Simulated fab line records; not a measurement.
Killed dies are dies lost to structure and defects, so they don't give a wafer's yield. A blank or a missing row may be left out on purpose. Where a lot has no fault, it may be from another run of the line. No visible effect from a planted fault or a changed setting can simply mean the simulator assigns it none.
Struck lot and sound lot, side by side -- flow n5 finfet -- 16 steps out of a route of 1938
Sound: wafers L827.1, L827.2, L827.6. Struck: wafer L839.3; the same lot's L839.5 was not struck, so it is left out; see the end for the cause.
Each step with rows lists, per side, the tool, then ch with its chambers, then its first start. Under that, the readings that differ: sound wafers -- struck wafers -- difference of the means -- sigmas: that difference in standard deviations of wafers without a fault.
alike: words and numbers the same on both sides, and readings whose means are apart by under 2 such deviations; not compared: readings that were withheld, readings missing a value for some wafer, numbers with overlapping values and no deviation given by the record, and bounds like >300 which may hide the same value.
The two part at a step that has a row with sigmas, a row that says differs or no value, or rows on one side only. Non-overlapping numbers with no deviation appear without sigmas and do not part them. A reading missing from all wafers of one side parts the sides only when that side holds two or more wafers.

first, 5 steps without rows for these wafers: N5_MOL_CONTACT_COAG_EBR_36; N5_MOL_CONTACT_COAG_SOFTBAKE_35 (time 60 s); N5_MOL_CONTACT_COAG_EXPOSE_37 (exposes mask VD, defocus 0 nm); N5_MOL_CONTACT_COAG_PEB_38 (peb time 60 s); N5_MOL_CONTACT_COAG_DEVELOP_39 (develop time 30 s).
N5_MOL_CONTACT_COAG_CD_MEAS_40: target cd 25.1 nm.
  sound on cd sem-01 ch 0, day 6 13:34; struck on cd sem-02 ch 0, day 9 05:02
  alike: cd nm
N5_MOL_CONTACT_COAG_OVL_MEAS_41:
  sound on overlay-01 ch 0, day 6 13:36; struck on overlay-02 ch 0, day 9 05:04
  alike: VD_OVL
N5_MOL_CONTACT_COAG_INSPECT_42: inspects for defects (brightfield).
  sound on defect inspect-01, day 6 13:40; struck on defect inspect-02, day 9 05:07
  alike: raw defect count
N5_MOL_CONTACT_COAG_DESCUM_45: chemistry O2, time 7 s.
  sound on rie diel-01 ch 1,2, day 6 14:16; struck on rie diel-06 ch 2, day 9 05:09
  alike: drypump motor current A, o2 flow sccm, oes product au, rf vpp V, showerhead plenum p Torr, throttle valve pct
  not compared: rf hours counter h
N5_MOL_CONTACT_COAG_ETCH_65: etches underlayer in N2/H2, target depth 13 nm, time 10.4 s.
  sound on rie diel-01 ch 1,2, day 6 14:18; struck on rie diel-06 ch 2, day 9 05:11
  alike: drypump motor current A, etch rf on time s, oes product au, rf vpp V, showerhead plenum p Torr, throttle valve pct
  not compared: rf hours counter h
N5_MOL_CONTACT_COAG_ETCH_66: etches SiARC in CF4, target depth 13 nm, time 21.7 s.
  sound on rie diel-01 ch 1,2, day 6 14:19; struck on rie diel-06 ch 2, day 9 05:13
  alike: cf4 flow sccm, drypump motor current A, etch rf on time s, oes product au, rf vpp V, showerhead plenum p Torr, throttle valve pct
  not compared: rf hours counter h
N5_MOL_CONTACT_COAG_ALD_133: deposits SiO2, target thk 5 nm, pulse time 1 s, co reactant pulse time 1 s.
  sound on ald sin-02 ch 0,1,3, day 6 14:24; struck on ald sin-02 ch 3, day 9 05:23
  alike: heater power w, precursor pulse height rel
N5_MOL_CONTACT_COAG_ETCHBACK_134: etches SiO2 in CHF3, target depth 10 nm, time 6.7 s.
  sound on rie diel-01 ch 1,2, day 6 14:40; struck on rie diel-01 ch 3, day 9 05:55
reading,sound,struck,difference,sigmas
model.CAR-EUV_of_MOL_CONTACT_COAG_COAT_34.thk nm (nm),15.8 15.4 15.6,15.2,-0.4,
  alike: CHF3_flow_sccm, drypump motor current A, oes product au, rf vpp V, showerhead plenum p Torr, throttle valve pct
  not compared: rf hours counter h
N5_MOL_CONTACT_COAG_ETCH_67: etches SOC in N2/H2, target depth 60 nm, overetch 21 nm, time 101.2 s.
  sound on rie diel-01 ch 1,2, day 6 14:43; struck on rie diel-01 ch 3, day 9 05:56
  alike: drypump motor current A, oes product au, rf vpp V, showerhead plenum p Torr, throttle valve pct
  not compared: rf hours counter h
-- a jump in the record: the struck wafers' starts before and after are 3 days apart (it breaks off in module MOL_CONTACT_COAG and resumes in module BEOL_M4, where the first step shown is number 1111 of the route) --
N5_BEOL_M4_RC_MEAS_101:
  sound on prober-02 ch 0, day 9 15:14; struck on prober-02 ch 0, day 12 14:14
reading,sound,struck,difference,sigmas
SS_N (mV/dec),72.0 70.6 70.1,72.4,+1.5,+3
  alike: DIBL_N, DIBL_P, IOFF_N, IOFF_P, ION_N, ION_P, SS_P, VT_N, VT_P
then, 1 step without rows for these wafers: N5_PASSIVATION_PROBE_49.

WHERE THEY PART
Only at N5_BEOL_M4_RC_MEAS_101, within this record.

WHY: whatever the simulator had introduced
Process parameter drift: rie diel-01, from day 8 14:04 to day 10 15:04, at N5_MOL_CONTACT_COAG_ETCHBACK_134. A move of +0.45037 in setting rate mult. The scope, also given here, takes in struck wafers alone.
